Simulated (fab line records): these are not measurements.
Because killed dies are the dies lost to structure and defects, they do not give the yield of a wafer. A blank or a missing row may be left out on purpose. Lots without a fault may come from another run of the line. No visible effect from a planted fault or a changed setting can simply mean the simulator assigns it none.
Matching of chambers / flow nand harc / 3 sister chambers for NHARC_A_STAIRCASE_DEP_417 on pecvd-01
The step deposits Si3N4, target thk 60 nm. 3 wafers are shown with their chamber, then 10 later ones without.

WAFERS WITH THEIR CHAMBER
wafer=L089.3; chamber=1; heater power w (W)=820
wafer=L092.1; chamber=2; heater power w (W)=810
wafer=L092.2; chamber=0; heater power w (W)=582

WAFERS WHOSE CHAMBER IS MISSING
wafer=L092.5; heater power w (W)=622
wafer=L091.2; heater power w (W)=662
wafer=L091.5; heater power w (W)=685
wafer=L091.6; heater power w (W)=846
wafer=L094.3; heater power w (W)=716
wafer=L094.4; heater power w (W)=578
wafer=L094.6; heater power w (W)=725
wafer=L096.1; heater power w (W)=744
wafer=L096.2; heater power w (W)=617
wafer=L096.5; heater power w (W)=760

CHAMBER TAKEN BY EACH
wafer=L092.5; from the rows above=0; in truth=0
wafer=L091.2; from the rows above=can't be placed: 0 or 2 or 1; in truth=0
wafer=L091.5; from the rows above=can't be placed: 0 or 2 or 1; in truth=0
wafer=L091.6; from the rows above=can't be placed: 1 or 2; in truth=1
wafer=L094.3; from the rows above=can't be placed: 2 or 1 or 0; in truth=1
wafer=L094.4; from the rows above=0; in truth=0
wafer=L094.6; from the rows above=can't be placed: 2 or 1 or 0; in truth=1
wafer=L096.1; from the rows above=can't be placed: 2 or 1 or 0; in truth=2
wafer=L096.2; from the rows above=0; in truth=0
wafer=L096.5; from the rows above=can't be placed: 2 or 1 or 0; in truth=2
Correct placement for 3 of the 10. Unplaceable from these rows: 7, with the true chamber sitting among the candidates in 7. 0 placed wrongly.
How it was worked out, from the rows above alone: a wafer's distance from a chamber is the root of the sum, over the readings, of the square of ((its reading less the chamber's mean) divided by the reading's scatter). If the next closest chamber is less than 2 further off than the closest, the wafer can't be placed; otherwise it belongs to the closest. Each chamber's mean is taken over the wafers shown for it. The scatter: with one shown wafer a chamber, the root of the mean of the squares of how far each hidden wafer lies from its nearest shown one.
